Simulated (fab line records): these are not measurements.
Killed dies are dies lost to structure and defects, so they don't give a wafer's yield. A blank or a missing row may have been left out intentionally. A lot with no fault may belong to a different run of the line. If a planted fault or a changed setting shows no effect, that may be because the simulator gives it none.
Chamber matching + flow n5Finfet + 4 sister chambers for N5_MIM_TOP_LITHO_DESCUM_10 on rieDiel-04
The step chemistry O2, time 7.9 s. 8 wafers are shown with their chamber, then 9 later ones without.

== WAFERS PAIRED WITH THEIR CHAMBERS ==
| wafer  | chamber | showerheadPlenumPTorr (Torr) | throttleValvePct (%) |
|--------|---------|------------------------------|----------------------|
| L078.3 | 2       | 2.04                         | 20.42                |
| L079.5 | 1       | 1.98                         | 20.18                |
| L082.1 | 0       | 2.02                         | 20.57                |
| L082.3 | 1       | 1.98                         | 20.19                |
| L082.6 | 3       | 2.06                         | 20.35                |
| L091.1 | 3       | 2.06                         | 20.00                |
| L091.4 | 2       | 2.03                         | 20.45                |
| L091.6 | 0       | 2.01                         | 20.62                |

== WAFERS WITHOUT THEIR CHAMBER ==
| wafer  | showerheadPlenumPTorr (Torr) | throttleValvePct (%) |
|--------|------------------------------|----------------------|
| L089.2 | 2.03                         | 20.45                |
| L089.3 | 2.06                         | 20.00                |
| L089.5 | 2.01                         | 20.62                |
| L092.2 | 2.01                         | 20.63                |
| L092.3 | 2.05                         | 20.00                |
| L092.6 | 2.01                         | 20.62                |
| L096.3 | 2.05                         | 20.00                |
| L096.4 | 2.02                         | 20.49                |
| L096.5 | 2.02                         | 20.48                |

== WHICH CHAMBER EACH ONE RAN IN ==
| wafer  | from the rows above     | in truth |
|--------|-------------------------|----------|
| L089.2 | 2                       | 2        |
| L089.3 | 3                       | 3        |
| L089.5 | 0                       | 0        |
| L092.2 | 0                       | 0        |
| L092.3 | 3                       | 3        |
| L092.6 | 0                       | 0        |
| L096.3 | 3                       | 3        |
| L096.4 | can't be placed: 0 or 2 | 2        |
| L096.5 | can't be placed: 0 or 2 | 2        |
Placed correctly: 7 of 9. Not placeable from these rows: 2 (in 2, the candidates include the true chamber). Placed wrongly: 0.
How it was worked out, from the rows above alone: a wafer's distance from a chamber is the root of the sum, over the readings, of the square of ((its reading less the chamber's mean) divided by the reading's scatter). If the next closest chamber is less than 2 further off than the closest, the wafer can't be placed; otherwise it belongs to the closest. A chamber's mean is the mean of its shown wafers. The scatter: the root of (the sum of the squares of (reading less its chamber's mean) over the shown wafers, divided by (wafers less chambers)).
